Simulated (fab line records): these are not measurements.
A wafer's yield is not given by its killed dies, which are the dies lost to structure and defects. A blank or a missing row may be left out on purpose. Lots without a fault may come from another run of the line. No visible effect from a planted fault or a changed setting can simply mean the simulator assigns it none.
The tool behind it: which one? :: flow nandHarc :: 14 lots, 42 wafers sampled, at 6 steps of a route of 1302

== WHAT THE GAUGES READ, wafer by wafer ==
NHARC_A_ONON_D1_THK_MEAS_02: measures by ellipsometry. Usual: 999 nm for thkNm, sd 9.8.
lot: L938
measured: day 8 23:30
on: filmMetro-01
thkNm (nm): 996 998 994
flag: 

lot: L940
measured: day 9 08:46
on: filmMetro-02
thkNm (nm): 1017 1016 1016
flag: 

lot: L941
measured: day 10 04:46
on: filmMetro-01
thkNm (nm): 993 992 993
flag: 

lot: L942
measured: day 10 14:52
on: filmMetro-01
thkNm (nm): 998 998 997
flag: 

lot: L943
measured: day 10 23:39
on: filmMetro-02
thkNm (nm): 990 991 991
flag: 

lot: L944
measured: day 11 07:23
on: filmMetro-02
thkNm (nm): 985 986 984
flag: 

lot: L945
measured: day 11 18:48
on: filmMetro-01
thkNm (nm): 1017 1015 1016
flag: 

lot: L946
measured: day 12 04:37
on: filmMetro-01
thkNm (nm): 985 985 986
flag: 

lot: L947
measured: day 12 17:57
on: filmMetro-01
thkNm (nm): 995 997 997
flag: 

lot: L948
measured: day 12 18:00
on: filmMetro-02
thkNm (nm): 1006 1006 1005
flag: 

lot: L950
measured: day 13 14:56
on: filmMetro-02
thkNm (nm): 1009 1011 1011
flag: 

lot: L952
measured: day 14 04:18
on: filmMetro-01
thkNm (nm): 1003 1003 1003
flag: 

lot: L953
measured: day 14 23:46
on: filmMetro-02
thkNm (nm): 1219 1011 1009
flag: OFF

lot: L954
measured: day 15 08:56
on: filmMetro-01
thkNm (nm): 1222 1012 1011
flag: OFF

NHARC_A_ONON_D1_THK_MEAS_18: measures by ellipsometry. Usual: 1001 nm for thkNm, sd 10.
lot: L938
measured: day 9 09:35
on: filmMetro-01
thkNm (nm): 1003 1001 1004
flag: 

lot: L940
measured: day 9 20:53
on: filmMetro-01
thkNm (nm): 995 995 997
flag: 

lot: L941
measured: day 10 18:49
on: filmMetro-02
thkNm (nm): 1000 1000 999
flag: 

lot: L942
measured: day 11 00:56
on: filmMetro-01
thkNm (nm): 1001 999 1000
flag: 

lot: L943
measured: day 11 10:00
on: filmMetro-01
thkNm (nm): 998 996 996
flag: 

lot: L944
measured: day 11 17:26
on: filmMetro-02
thkNm (nm): 1010 1010 1013
flag: 

lot: L945
measured: day 12 05:08
on: filmMetro-02
thkNm (nm): 1002 1002 1002
flag: 

lot: L946
measured: day 12 14:42
on: filmMetro-01
thkNm (nm): 1003 1002 1003
flag: 

lot: L947
measured: day 13 05:43
on: filmMetro-01
thkNm (nm): 987 987 987
flag: 

lot: L948
measured: day 13 05:43
on: filmMetro-02
thkNm (nm): 1007 1008 1009
flag: 

lot: L950
measured: day 14 02:41
on: filmMetro-02
thkNm (nm): 996 996 996
flag: 

lot: L952
measured: day 14 17:34
on: filmMetro-02
thkNm (nm): 1023 1024 1025
flag: 

lot: L953
measured: day 15 10:40
on: filmMetro-02
thkNm (nm): 993 992 993
flag: 

lot: L954
measured: day 15 21:01
on: filmMetro-01
thkNm (nm): 1006 1008 1007
flag: 

NHARC_END_SORT_01. Usual: killedAtArray 57, standard deviation 24; killedAtOther 0.7, standard deviation 0.94; killedAtPeriphery 3.8, standard deviation 2.5; killedDies 62, standard deviation 23; killedOpen 3.1, standard deviation 1.8; killedShort 2.5, standard deviation 1.6.
lot: L952
measured: day 30 17:56
on: prober-01
killedAtArray: 66 62 54
killedAtOther: 0 0 0
killedAtPeriphery: 1 3 0
killedDies: 67 65 54
killedOpen: 4 5 1
killedShort: 3 3 1
flag: 

== TOOL THAT RAN EACH LOT (tool first, then ch and the chambers of the sampled wafers, then the start) ==
lot: L938
NHARC_P_BONDPAD_DEGAS_25: pvdSputter-02, day 7 18:31
NHARC_P_BONDPAD_PVD_27: pvdSputter-02, day 8 23:03 or earlier
NHARC_A_ONON_D1_DEP_00: pecvdOnon-04 ch 0, day 8 23:03

lot: L940
NHARC_P_BONDPAD_DEGAS_25: pvdSputter-01, day 8 06:56
NHARC_P_BONDPAD_PVD_27: pvdSputter-01, day 9 08:19 or earlier
NHARC_A_ONON_D1_DEP_00: pecvdOnon-04 ch 0, day 9 08:19

lot: L941
NHARC_P_BONDPAD_DEGAS_25: pvdSputter-01, day 9 02:08
NHARC_P_BONDPAD_PVD_27: pvdSputter-01, day 10 04:16 or earlier
NHARC_A_ONON_D1_DEP_00: pecvdOnon-04 ch 0, day 10 04:16

lot: L942
NHARC_P_BONDPAD_DEGAS_25: pvdSputter-02, day 9 13:11
NHARC_P_BONDPAD_PVD_27: pvdSputter-02, day 10 14:32 or earlier
NHARC_A_ONON_D1_DEP_00: pecvdOnon-04 ch 0, day 10 14:32

lot: L943
NHARC_P_BONDPAD_DEGAS_25: pvdSputter-03, day 9 20:16
NHARC_P_BONDPAD_PVD_27: pvdSputter-03, day 10 23:08 or earlier
NHARC_A_ONON_D1_DEP_00: pecvdOnon-04 ch 0, day 10 23:08

lot: L944
NHARC_P_BONDPAD_DEGAS_25: pvdSputter-02, day 10 02:40
NHARC_P_BONDPAD_PVD_27: pvdSputter-02, day 11 06:52 or earlier
NHARC_A_ONON_D1_DEP_00: pecvdOnon-04 ch 0, day 11 06:52

lot: L945
NHARC_P_BONDPAD_DEGAS_25: pvdSputter-03, day 10 16:22
NHARC_P_BONDPAD_PVD_27: pvdSputter-03, day 11 18:17 or earlier
NHARC_A_ONON_D1_DEP_00: pecvdOnon-04 ch 0, day 11 18:17

lot: L946
NHARC_P_BONDPAD_DEGAS_25: pvdSputter-02, day 11 01:25
NHARC_P_BONDPAD_PVD_27: pvdSputter-02, day 12 04:07 or earlier
NHARC_A_ONON_D1_DEP_00: pecvdOnon-04 ch 0, day 12 04:07

lot: L947
NHARC_P_BONDPAD_DEGAS_25: pvdSputter-02, day 11 15:27
NHARC_P_BONDPAD_PVD_27: pvdSputter-02, day 12 17:26 or earlier
NHARC_A_ONON_D1_DEP_00: pecvdOnon-03 ch 0, day 12 17:26

lot: L948
NHARC_P_BONDPAD_DEGAS_25: pvdSputter-01, day 11 15:53
NHARC_P_BONDPAD_PVD_27: pvdSputter-01, day 12 17:29 or earlier
NHARC_A_ONON_D1_DEP_00: pecvdOnon-04 ch 0, day 12 17:29

lot: L950
NHARC_P_BONDPAD_DEGAS_25: pvdSputter-02, day 12 14:09
NHARC_P_BONDPAD_PVD_27: pvdSputter-02, day 13 14:26 or earlier
NHARC_A_ONON_D1_DEP_00: pecvdOnon-01 ch 0, day 13 14:26

lot: L952
NHARC_P_BONDPAD_DEGAS_25: pvdSputter-01, day 13 04:22
NHARC_P_BONDPAD_PVD_27: pvdSputter-01, day 14 03:54 or earlier
NHARC_A_ONON_D1_DEP_00: pecvdOnon-01 ch 0, day 14 03:54

lot: L953
NHARC_P_BONDPAD_DEGAS_25: pvdSputter-03, day 13 20:53
NHARC_P_BONDPAD_PVD_27: pvdSputter-03, day 14 23:13 or earlier
NHARC_A_ONON_D1_DEP_00: pecvdOnon-04 ch 0, day 14 23:13

lot: L954
NHARC_P_BONDPAD_DEGAS_25: pvdSputter-01, day 14 06:59
NHARC_P_BONDPAD_PVD_27: pvdSputter-01, day 15 08:29 or earlier
NHARC_A_ONON_D1_DEP_00: pecvdOnon-04 ch 0, day 15 08:29
- NHARC_P_BONDPAD_DEGAS_25: time 60 s.
- NHARC_P_BONDPAD_PVD_27: deposits Cu, target thk 30 nm, time 20.49 s.
- NHARC_A_ONON_D1_DEP_00: target thk 1000 nm.

== AS READ BY THE TOOLS THEMSELVES (means over the sampled wafers that have a number; for cases with no such wafer, the mark the record gives instead) ==
NHARC_P_BONDPAD_DEGAS_25. Usual: 472 W for heaterPowerW, sd 48.
lot: L938
tool: pvdSputter-02
heaterPowerW (W): 487
flag: 

lot: L940
tool: pvdSputter-01
heaterPowerW (W): 503
flag: 

lot: L941
tool: pvdSputter-01
heaterPowerW (W): 489
flag: 

lot: L942
tool: pvdSputter-02
heaterPowerW (W): 455
flag: 

lot: L943
tool: pvdSputter-03
heaterPowerW (W): 459
flag: 

lot: L944
tool: pvdSputter-02
heaterPowerW (W): 481
flag: 

lot: L945
tool: pvdSputter-03
heaterPowerW (W): 476
flag: 

lot: L946
tool: pvdSputter-02
heaterPowerW (W): 459
flag: 

lot: L947
tool: pvdSputter-02
heaterPowerW (W): 458
flag: 

lot: L948
tool: pvdSputter-01
heaterPowerW (W): 505
flag: 

lot: L950
tool: pvdSputter-02
heaterPowerW (W): 453
flag: 

lot: L952
tool: pvdSputter-01
heaterPowerW (W): 488
flag: 

lot: L953
tool: pvdSputter-03
heaterPowerW (W): 450
flag: 

lot: L954
tool: pvdSputter-01
heaterPowerW (W): 512
flag: 

NHARC_P_BONDPAD_PVD_27. Usual: 30.2 % for throttleValvePct, sd 1.3.
lot: L938
tool: pvdSputter-02
throttleValvePct (%): 31.0
flag: 

lot: L940
tool: pvdSputter-01
throttleValvePct (%): 31.4
flag: 

lot: L941
tool: pvdSputter-01
throttleValvePct (%): 30.6
flag: 

lot: L942
tool: pvdSputter-02
throttleValvePct (%): 30.6
flag: 

lot: L943
tool: pvdSputter-03
throttleValvePct (%): 29.8
flag: 

lot: L944
tool: pvdSputter-02
throttleValvePct (%): 30.8
flag: 

lot: L945
tool: pvdSputter-03
throttleValvePct (%): 29.2
flag: 

lot: L946
tool: pvdSputter-02
throttleValvePct (%): 30.8
flag: 

lot: L947
tool: pvdSputter-02
throttleValvePct (%): 30.8
flag: 

lot: L948
tool: pvdSputter-01
throttleValvePct (%): 29.5
flag: 

lot: L950
tool: pvdSputter-02
throttleValvePct (%): 30.7
flag: 

lot: L952
tool: pvdSputter-01
throttleValvePct (%): 30.6
flag: 

lot: L953
tool: pvdSputter-03
throttleValvePct (%): 29.1
flag: 

lot: L954
tool: pvdSputter-01
throttleValvePct (%): 29.2
flag: 

== THE ANSWER, worked out from the rows above alone ==
Rule: lot off if the mean of its wafers having a number is beyond 3 standard deviations from the usual mean. A lot without any number at a reading at which 4 lots or more have one is off too. All remaining lots with rows at the step are treated as sound. Order of review: gauges by route order, followed by the tools' own readings, for which a lot's mean as printed above is used. At the first step where some lot is off, the reading lying furthest off is the one used; lots without a number count as furthest.
Off at NHARC_A_ONON_D1_THK_MEAS_02 (thkNm): L953, L954.
If a tool, at a process step before that reading, ran all the lots that are off and no sound lot after the first of them, it fits. Gauges at NHARC_A_ONON_D1_THK_MEAS_02: tried the same way as those tools. With no start given for some of its lots, NHARC_P_BONDPAD_PVD_27 uses the hours and lot order of NHARC_A_ONON_D1_DEP_00. One candidate fits, namely pecvdOnon-04 at NHARC_A_ONON_D1_DEP_00. A fault onset in the window from L948 (day 12 17:29, its last sound lot) to L953 (day 14 23:13, its first lot off) fits.

== WHAT THE SIMULATOR HAD INSERTED ==
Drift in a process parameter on pecvdOnon-04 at NHARC_A_ONON_D1_DEP_00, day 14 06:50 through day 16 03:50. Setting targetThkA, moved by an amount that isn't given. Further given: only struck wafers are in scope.
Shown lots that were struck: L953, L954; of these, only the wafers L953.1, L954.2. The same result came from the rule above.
